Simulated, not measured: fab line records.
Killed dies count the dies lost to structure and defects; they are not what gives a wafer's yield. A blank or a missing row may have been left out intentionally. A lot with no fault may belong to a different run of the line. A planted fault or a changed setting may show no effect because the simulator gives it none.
Which tool is to blame? + flow n5 finfet + 24 lots with 72 wafers sampled at 6 steps, on a route of 1938 steps

## WHAT EACH GAUGE READ, for each wafer
The record holds no reading of a measuring or inspecting step that can be judged against a usual standard deviation.

## TOOL THAT RAN EACH LOT (tool first, then ch and the chambers of the sampled wafers, then the start)
| lot  | N5_BEOL_M4_ETCH_69                 | N5_BEOL_M4_VIA_ETCH_34             | N5_BEOL_M4_STRIP_36                | N5_BEOL_M4_SURFACE_TREAT_85  | N5_BEOL_M4_SPUTTER_81        | N5_BEOL_M4_ANNEAL_82         |
|------|------------------------------------|------------------------------------|------------------------------------|------------------------------|------------------------------|------------------------------|
| L074 | rie diel-03 ch 1,2,3, day 7 05:20  | rie diel-04 ch 0,1, day 7 06:16    | rie diel-04 ch 0,1, day 7 06:19    | pvd sputter-01, day 7 07:54  | pvd sputter-02, day 7 08:34  | pvd sputter-02, day 7 08:38  |
| L075 | rie diel-04 ch 0,2, day 7 16:43    | rie diel-04 ch 0,1,2, day 7 23:45  | rie diel-04 ch 0,1,2, day 7 23:49  | pvd sputter-02, day 8 00:50  | pvd sputter-01, day 8 01:34  | pvd sputter-01, day 8 01:39  |
| L077 | rie diel-05 ch 0,1,2, day 8 02:23  | rie diel-05 ch 0,1,3, day 8 05:36  | rie diel-05 ch 0,1,3, day 8 05:40  | pvd sputter-01, day 8 07:17  | pvd sputter-03, day 8 08:02  | pvd sputter-03, day 8 08:07  |
| L076 | rie diel-03 ch 0,2, day 8 03:16    | rie diel-05 ch 0,1, day 8 08:39    | rie diel-05 ch 0,1, day 8 08:43    | pvd sputter-02, day 8 09:39  | pvd sputter-02, day 8 10:26  | pvd sputter-02, day 8 10:31  |
| L078 | rie diel-04 ch 1,2, day 8 19:45    | rie diel-04 ch 0,2,3, day 8 23:39  | rie diel-04 ch 0,2,3, day 8 23:43  | pvd sputter-02, day 9 00:52  | pvd sputter-03, day 9 02:59  | pvd sputter-03, day 9 03:04  |
| L080 | rie diel-03 ch 2,3, day 8 21:34    | rie diel-03 ch 1,2, day 9 03:21    | rie diel-03 ch 1,2, day 9 03:25    | pvd sputter-01, day 9 04:41  | pvd sputter-02, day 9 05:21  | pvd sputter-02, day 9 05:26  |
| L079 | rie diel-05 ch 1,2,3, day 9 00:25  | rie diel-03 ch 0,1,3, day 9 03:44  | rie diel-03 ch 0,1,3, day 9 03:48  | pvd sputter-01, day 9 04:48  | pvd sputter-01, day 9 05:29  | pvd sputter-01, day 9 05:34  |
| L081 | rie diel-05 ch 2,3, day 9 06:29    | rie diel-04 ch 0,2,3, day 9 08:07  | rie diel-04 ch 0,2,3, day 9 08:10  | pvd sputter-02, day 9 09:07  | pvd sputter-01, day 9 10:43  | pvd sputter-01, day 9 10:48  |
| L082 | rie diel-03 ch 1,2,3, day 9 14:04  | rie diel-03 ch 0,1,3, day 10 01:49 | rie diel-03 ch 0,1,3, day 10 01:52 | pvd sputter-02, day 10 03:10 | pvd sputter-03, day 10 03:52 | pvd sputter-03, day 10 03:56 |
| L083 | rie diel-05 ch 2,3, day 10 04:51   | rie diel-04 ch 0,2, day 10 05:32   | rie diel-04 ch 0,2, day 10 05:36   | pvd sputter-03, day 10 06:28 | pvd sputter-02, day 10 07:10 | pvd sputter-02, day 10 07:14 |
| L084 | rie diel-04 ch 1,2, day 10 07:07   | rie diel-04 ch 0,3, day 10 08:05   | rie diel-04 ch 0,3, day 10 08:09   | pvd sputter-02, day 10 09:31 | pvd sputter-03, day 10 10:11 | pvd sputter-03, day 10 10:16 |
| L085 | rie diel-05 ch 1,2,3, day 10 08:31 | rie diel-05 ch 1,2, day 10 09:02   | rie diel-05 ch 1,2, day 10 09:05   | pvd sputter-02, day 10 10:26 | pvd sputter-01, day 10 11:06 | pvd sputter-01, day 10 11:11 |
| L086 | rie diel-04 ch 1,3, day 10 11:00   | rie diel-03 ch 2,3, day 10 12:08   | rie diel-03 ch 2,3, day 10 12:12   | pvd sputter-03, day 10 13:40 | pvd sputter-01, day 10 14:22 | pvd sputter-01, day 10 14:26 |
| L087 | rie diel-04 ch 1,2,3, day 10 13:26 | rie diel-03 ch 1,2,3, day 10 15:36 | rie diel-03 ch 1,2,3, day 10 15:40 | pvd sputter-03, day 10 16:27 | pvd sputter-03, day 10 17:28 | pvd sputter-03, day 10 17:33 |
| L088 | rie diel-03 ch 1,2, day 10 21:44   | rie diel-05 ch 0,2, day 11 11:23   | rie diel-05 ch 0,2, day 11 11:27   | pvd sputter-03, day 11 12:35 | pvd sputter-01, day 11 13:17 | pvd sputter-01, day 11 13:22 |
| L089 | rie diel-04 ch 1,2,3, day 11 13:28 | rie diel-04 ch 2,3, day 11 13:52   | rie diel-04 ch 2,3, day 11 13:55   | pvd sputter-02, day 11 14:42 | pvd sputter-01, day 11 15:27 | pvd sputter-01, day 11 15:32 |
| L090 | rie diel-04 ch 1,2, day 11 15:19   | rie diel-04 ch 1,3, day 11 16:59   | rie diel-04 ch 1,3, day 11 17:02   | pvd sputter-03, day 11 18:02 | pvd sputter-02, day 11 18:48 | pvd sputter-02, day 11 18:53 |
| L091 | rie diel-03 ch 0,1,2, day 11 22:53 | rie diel-03 ch 1,2,3, day 12 03:53 | rie diel-03 ch 1,2,3, day 12 03:56 | pvd sputter-01, day 12 05:10 | pvd sputter-01, day 12 06:18 | pvd sputter-01, day 12 06:23 |
| L092 | rie diel-04 ch 0,1,2, day 12 09:34 | rie diel-05 ch 1,2,3, day 12 14:36 | rie diel-05 ch 1,2,3, day 12 14:40 | pvd sputter-03, day 12 15:41 | pvd sputter-03, day 12 16:36 | pvd sputter-03, day 12 16:41 |
| L093 | rie diel-04 ch 0,1, day 12 16:25   | rie diel-04 ch 0,1,3, day 13 01:14 | rie diel-04 ch 0,1,3, day 13 01:18 | pvd sputter-02, day 13 02:13 | pvd sputter-03, day 13 02:52 | pvd sputter-03, day 13 02:57 |
| L095 | rie diel-04 ch 2,3, day 12 19:58   | rie diel-05 ch 0,2, day 13 01:14   | rie diel-05 ch 0,2, day 13 01:18   | pvd sputter-03, day 13 02:14 | pvd sputter-01, day 13 03:02 | pvd sputter-01, day 13 03:07 |
| L097 | rie diel-04 ch 0,2,3, day 13 04:07 | rie diel-04 ch 0,1,2, day 13 06:10 | rie diel-04 ch 0,1,2, day 13 06:13 | pvd sputter-02, day 13 07:02 | pvd sputter-03, day 13 07:51 | pvd sputter-03, day 13 07:56 |
| L094 | rie diel-05 ch 2,3, day 13 06:23   | rie diel-04 ch 1,2,3, day 13 10:41 | rie diel-04 ch 1,2,3, day 13 10:45 | pvd sputter-02, day 13 11:40 | pvd sputter-01, day 13 12:20 | pvd sputter-01, day 13 12:25 |
| L096 | rie diel-04 ch 0,1,2, day 13 12:46 | rie diel-04 ch 0,2,3, day 13 20:13 | rie diel-04 ch 0,2,3, day 13 20:17 | pvd sputter-02, day 13 21:37 | pvd sputter-01, day 13 23:43 | pvd sputter-01, day 13 23:48 |
- N5_BEOL_M4_ETCH_69: etches SiARC in CF4, target depth 15.6 nm, time 26 s.
- N5_BEOL_M4_VIA_ETCH_34: etches the open film in C4F6/O2, target depth 69.4 nm, time 65.9 s.
- N5_BEOL_M4_STRIP_36: strips in N2/H2.
- N5_BEOL_M4_SURFACE_TREAT_85
- N5_BEOL_M4_SPUTTER_81: material Cu, target thk 4.5 nm, time 8.29 s.
- N5_BEOL_M4_ANNEAL_82: time 240 s.

## AS READ BY THE TOOLS THEMSELVES (means over the sampled wafers that have a number; for cases with no such wafer, the mark the record gives instead)
N5_BEOL_M4_ETCH_69. Usual: drypump motor current A 5.9 A, standard deviation 0.36; etch rf on time s 25.9 s, standard deviation 0.41; oes product au 0.68 a.u., standard deviation 0.081; rf vpp V 184.3 V, standard deviation 1; showerhead plenum p Torr 2.16 Torr, standard deviation 0.057; throttle valve pct 15.67 %, standard deviation 0.29.
| lot  | tool        | drypump motor current A (A) | etch rf on time s (s) | oes product au (a.u.) | rf vpp V (V) | showerhead plenum p Torr (Torr) | throttle valve pct (%) | flag |
|------|-------------|-----------------------------|-----------------------|-----------------------|--------------|---------------------------------|------------------------|------|
| L074 | rie diel-03 | 5.6                         | 25.9                  | 0.68                  | 184.3        | 2.15                            | 15.47                  |      |
| L075 | rie diel-04 | 6.2                         | 26.1                  | 0.63                  | 185.2        | 2.18                            | 15.80                  |      |
| L077 | rie diel-05 | 5.6                         | 25.7                  | 0.70                  | 185.8        | 2.22                            | 15.49                  |      |
| L076 | rie diel-03 | 5.7                         | 26.1                  | 0.70                  | 185.9        | 2.24                            | 15.48                  |      |
| L078 | rie diel-04 | 6.3                         | 26.2                  | 0.60                  | 184.0        | 2.18                            | 15.98                  |      |
| L080 | rie diel-03 | 5.6                         | 26.5                  | 0.65                  | 184.3        | 2.17                            | 15.73                  |      |
| L079 | rie diel-05 | 5.6                         | 26.0                  | 0.68                  | 183.8        | 2.16                            | 15.55                  |      |
| L081 | rie diel-05 | 5.7                         | 25.6                  | 0.72                  | 182.9        | 2.12                            | 15.48                  |      |
| L082 | rie diel-03 | 5.6                         | 26.0                  | 0.66                  | 184.5        | 2.15                            | 15.50                  |      |
| L083 | rie diel-05 | 5.7                         | 25.5                  | 0.71                  | 183.1        | 2.11                            | 15.50                  |      |
| L084 | rie diel-04 | 6.3                         | 25.7                  | 0.77                  | 184.7        | 2.18                            | 15.68                  |      |
| L085 | rie diel-05 | 5.6                         | 25.9                  | 0.67                  | 182.9        | 2.15                            | 15.57                  |      |
| L086 | rie diel-04 | 6.4                         | 25.4                  | 0.77                  | 184.3        | 2.18                            | 15.66                  |      |
| L087 | rie diel-04 | 6.2                         | 26.0                  | 0.70                  | 184.4        | 2.15                            | 15.84                  |      |
| L088 | rie diel-03 | 5.5                         | 25.6                  | 0.67                  | 183.3        | 2.11                            | 15.29                  |      |
| L089 | rie diel-04 | 6.3                         | 25.7                  | 0.68                  | 183.8        | 2.15                            | 15.84                  |      |
| L090 | rie diel-04 | 6.2                         | 26.1                  | 0.68                  | 183.4        | 2.14                            | 15.87                  |      |
| L091 | rie diel-03 | 5.6                         | 25.5                  | 0.73                  | 184.6        | 2.16                            | 15.36                  |      |
| L092 | rie diel-04 | 6.3                         | 25.8                  | 0.75                  | 184.7        | 2.17                            | 15.64                  |      |
| L093 | rie diel-04 | 6.4                         | 25.8                  | 0.80                  | 185.0        | 2.19                            | 15.47                  |      |
| L095 | rie diel-04 | 6.2                         | 25.9                  | 0.62                  | 184.0        | 2.12                            | 16.03                  |      |
| L097 | rie diel-04 | 6.2                         | 25.9                  | 0.69                  | 184.4        | 2.14                            | 15.79                  |      |
| L094 | rie diel-05 | 5.6                         | 26.0                  | 0.68                  | 183.8        | 2.13                            | 15.55                  |      |
| L096 | rie diel-04 | 6.3                         | 26.0                  | 0.73                  | 185.6        | 2.17                            | 15.64                  |      |

N5_BEOL_M4_VIA_ETCH_34. Usual: C4F6_flow_sccm 10.00 sccm, standard deviation 0.03; drypump motor current A 5.9 A, standard deviation 0.36; oes_ar_750_au 0.78 a.u., standard deviation 0.082; oes product au 0.78 a.u., standard deviation 0.086; rf vpp V 666 V, standard deviation 7.7; showerhead plenum p Torr 2.86 Torr, standard deviation 0.08; throttle valve pct 30.77 %, standard deviation 0.25.
| lot  | tool        | C4F6_flow_sccm (sccm) | drypump motor current A (A) | oes_ar_750_au (a.u.) | oes product au (a.u.) | rf vpp V (V) | showerhead plenum p Torr (Torr) | throttle valve pct (%) | flag |
|------|-------------|-----------------------|-----------------------------|----------------------|-----------------------|--------------|---------------------------------|------------------------|------|
| L074 | rie diel-04 | 10.01                 | 6.4                         | 0.70                 | 0.69                  | 665          | 2.92                            | 30.85                  |      |
| L075 | rie diel-04 | 9.98                  | 6.3                         | 0.71                 | 0.71                  | 668          | 2.88                            | 30.88                  |      |
| L077 | rie diel-05 | 10.01                 | 5.7                         | 0.81                 | 0.81                  | 665          | 2.91                            | 30.67                  |      |
| L076 | rie diel-05 | 10.00                 | 5.6                         | 0.81                 | 0.81                  | 668          | 2.99                            | 30.60                  |      |
| L078 | rie diel-04 | 10.02                 | 6.2                         | 0.73                 | 0.73                  | 669          | 2.85                            | 30.91                  |      |
| L080 | rie diel-03 | 10.03                 | 5.7                         | 0.83                 | 0.83                  | 665          | 2.91                            | 30.35                  |      |
| L079 | rie diel-03 | 10.03                 | 5.5                         | 0.72                 | 0.71                  | 665          | 2.82                            | 30.76                  |      |
| L081 | rie diel-04 | 9.99                  | 6.2                         | 0.74                 | 0.73                  | 668          | 2.85                            | 30.92                  |      |
| L082 | rie diel-03 | 10.00                 | 5.6                         | 0.71                 | 0.71                  | 665          | 2.82                            | 30.78                  |      |
| L083 | rie diel-04 | 10.02                 | 6.1                         | 0.72                 | 0.72                  | 670          | 2.84                            | 30.95                  |      |
| L084 | rie diel-04 | 10.00                 | 6.3                         | 0.72                 | 0.73                  | 667          | 2.85                            | 30.91                  |      |
| L085 | rie diel-05 | 10.00                 | 5.5                         | 0.78                 | 0.79                  | 679          | 2.89                            | 30.65                  |      |
| L086 | rie diel-03 | 9.97                  | 5.7                         | 0.81                 | 0.81                  | 668          | 2.94                            | 30.61                  |      |
| L087 | rie diel-03 | 10.01                 | 5.6                         | 0.77                 | 0.77                  | 663          | 2.84                            | 30.57                  |      |
| L088 | rie diel-05 | 10.01                 | 5.5                         | 0.82                 | 0.82                  | 674          | 2.91                            | 30.60                  |      |
| L089 | rie diel-04 | 9.98                  | 6.2                         | 0.73                 | 0.73                  | 665          | 2.81                            | 31.04                  |      |
| L090 | rie diel-04 | 10.00                 | 6.4                         | 0.86                 | 0.86                  | 662          | 2.88                            | 30.85                  |      |
| L091 | rie diel-03 | 10.03                 | 5.6                         | 0.76                 | 0.76                  | 663          | 2.84                            | 30.59                  |      |
| L092 | rie diel-05 | 10.00                 | 5.6                         | 0.76                 | 0.76                  | 670          | 2.84                            | 30.72                  |      |
| L093 | rie diel-04 | 10.01                 | 6.4                         | 0.87                 | 0.87                  | 667          | 2.87                            | 30.77                  |      |
| L095 | rie diel-05 | 10.03                 | 5.5                         | 0.80                 | 0.81                  | 674          | 2.91                            | 30.61                  |      |
| L097 | rie diel-04 | 10.01                 | 6.3                         | 0.86                 | 0.86                  | 667          | 2.87                            | 30.79                  |      |
| L094 | rie diel-04 | 10.00                 | 6.3                         | 0.77                 | 0.77                  | 664          | 2.84                            | 30.98                  |      |
| L096 | rie diel-04 | 10.03                 | 6.2                         | 0.79                 | 0.79                  | 669          | 2.84                            | 30.87                  |      |

N5_BEOL_M4_STRIP_36. Usual: drypump motor current A 5.9 A, standard deviation 0.35; oes product au 0.78 a.u., standard deviation 0.086; rf vpp V 59.2 V, standard deviation 1.3; showerhead plenum p Torr 2.56 Torr, standard deviation 0.073; throttle valve pct 23.7 %, standard deviation 0.35.
| lot  | tool        | drypump motor current A (A) | oes product au (a.u.) | rf vpp V (V) | showerhead plenum p Torr (Torr) | throttle valve pct (%) | flag |
|------|-------------|-----------------------------|-----------------------|--------------|---------------------------------|------------------------|------|
| L074 | rie diel-04 | 6.3                         | 0.69                  | 59.2         | 2.61                            | 23.7                   |      |
| L075 | rie diel-04 | 6.3                         | 0.72                  | 60.5         | 2.59                            | 23.9                   |      |
| L077 | rie diel-05 | 5.7                         | 0.81                  | 59.2         | 2.60                            | 23.5                   |      |
| L076 | rie diel-05 | 5.6                         | 0.80                  | 58.3         | 2.67                            | 23.4                   |      |
| L078 | rie diel-04 | 6.2                         | 0.74                  | 58.5         | 2.56                            | 24.0                   |      |
| L080 | rie diel-03 | 5.7                         | 0.83                  | 60.6         | 2.60                            | 23.2                   |      |
| L079 | rie diel-03 | 5.6                         | 0.70                  | 57.5         | 2.52                            | 23.7                   |      |
| L081 | rie diel-04 | 6.2                         | 0.73                  | 60.7         | 2.56                            | 24.0                   |      |
| L082 | rie diel-03 | 5.5                         | 0.70                  | 59.9         | 2.51                            | 23.7                   |      |
| L083 | rie diel-04 | 6.2                         | 0.73                  | 60.0         | 2.56                            | 24.1                   |      |
| L084 | rie diel-04 | 6.2                         | 0.72                  | 58.7         | 2.55                            | 23.9                   |      |
| L085 | rie diel-05 | 5.5                         | 0.79                  | 59.4         | 2.58                            | 23.6                   |      |
| L086 | rie diel-03 | 5.7                         | 0.81                  | 58.6         | 2.63                            | 23.4                   |      |
| L087 | rie diel-03 | 5.5                         | 0.78                  | 58.3         | 2.54                            | 23.5                   |      |
| L088 | rie diel-05 | 5.6                         | 0.83                  | 59.1         | 2.60                            | 23.4                   |      |
| L089 | rie diel-04 | 6.2                         | 0.73                  | 59.1         | 2.52                            | 24.1                   |      |
| L090 | rie diel-04 | 6.4                         | 0.85                  | 60.3         | 2.57                            | 23.6                   |      |
| L091 | rie diel-03 | 5.6                         | 0.75                  | 59.6         | 2.53                            | 23.5                   |      |
| L092 | rie diel-05 | 5.6                         | 0.76                  | 60.1         | 2.54                            | 23.6                   |      |
| L093 | rie diel-04 | 6.4                         | 0.87                  | 59.5         | 2.57                            | 23.6                   |      |
| L095 | rie diel-05 | 5.6                         | 0.81                  | 58.9         | 2.59                            | 23.4                   |      |
| L097 | rie diel-04 | 6.3                         | 0.86                  | 57.7         | 2.57                            | 23.8                   |      |
| L094 | rie diel-04 | 6.3                         | 0.78                  | 59.6         | 2.54                            | 23.9                   |      |
| L096 | rie diel-04 | 6.2                         | 0.79                  | 58.6         | 2.54                            | 23.9                   |      |

N5_BEOL_M4_SPUTTER_81. Usual: throttle valve pct reads 30.2 % (standard deviation 0.94).
| lot  | tool           | throttle valve pct (%) | flag |
|------|----------------|------------------------|------|
| L074 | pvd sputter-02 | 29.1                   |      |
| L075 | pvd sputter-01 | 30.1                   |      |
| L077 | pvd sputter-03 | 29.7                   |      |
| L076 | pvd sputter-02 | 29.1                   |      |
| L078 | pvd sputter-03 | 30.4                   |      |
| L080 | pvd sputter-02 | 29.3                   |      |
| L079 | pvd sputter-01 | 30.8                   |      |
| L081 | pvd sputter-01 | 31.5                   |      |
| L082 | pvd sputter-03 | 30.4                   |      |
| L083 | pvd sputter-02 | 29.0                   |      |
| L084 | pvd sputter-03 | 29.5                   |      |
| L085 | pvd sputter-01 | 30.1                   |      |
| L086 | pvd sputter-01 | 31.0                   |      |
| L087 | pvd sputter-03 | 29.6                   |      |
| L088 | pvd sputter-01 | 30.8                   |      |
| L089 | pvd sputter-01 | 30.7                   |      |
| L090 | pvd sputter-02 | 29.5                   |      |
| L091 | pvd sputter-01 | 30.7                   |      |
| L092 | pvd sputter-03 | 30.3                   |      |
| L093 | pvd sputter-03 | 30.3                   |      |
| L095 | pvd sputter-01 | 30.8                   |      |
| L097 | pvd sputter-03 | 30.7                   |      |
| L094 | pvd sputter-01 | 30.6                   |      |
| L096 | pvd sputter-01 | 30.2                   |      |

N5_BEOL_M4_ANNEAL_82. Usual: heater power w reads 870 W (standard deviation 62).
| lot  | tool           | heater power w (W) | flag |
|------|----------------|--------------------|------|
| L074 | pvd sputter-02 | 855                |      |
| L075 | pvd sputter-01 | 860                |      |
| L077 | pvd sputter-03 | 810                |      |
| L076 | pvd sputter-02 | 880                |      |
| L078 | pvd sputter-03 | 860                |      |
| L080 | pvd sputter-02 | 977                |      |
| L079 | pvd sputter-01 | 867                |      |
| L081 | pvd sputter-01 | 879                |      |
| L082 | pvd sputter-03 | 884                |      |
| L083 | pvd sputter-02 | 831                |      |
| L084 | pvd sputter-03 | 831                |      |
| L085 | pvd sputter-01 | 839                |      |
| L086 | pvd sputter-01 | 877                |      |
| L087 | pvd sputter-03 | 829                |      |
| L088 | pvd sputter-01 | 848                |      |
| L089 | pvd sputter-01 | 858                |      |
| L090 | pvd sputter-02 | 876                |      |
| L091 | pvd sputter-01 | 844                |      |
| L092 | pvd sputter-03 | 873                |      |
| L093 | pvd sputter-03 | 878                |      |
| L095 | pvd sputter-01 | 848                |      |
| L097 | pvd sputter-03 | 865                |      |
| L094 | pvd sputter-01 | 849                |      |
| L096 | pvd sputter-01 | 874                |      |

## THE ANSWER, worked out from the rows above alone
Rule: a lot is off if the mean of its wafers that have a number lies more than 3 standard deviations from the usual mean. A lot without any number at a reading at which 4 lots or more have one is off too. The other lots that the step has rows for count as sound. After the gauges, taken in route order, come the tools' own readings; for these a lot's mean is taken, as printed above. The first step at which some lot is off is used, and at that step the reading that is off furthest; a lot without a number counts as furthest.
None of the lots is off at any reading shown; this tells nothing.

## WHAT HAD BEEN PUT IN BY THE SIMULATOR
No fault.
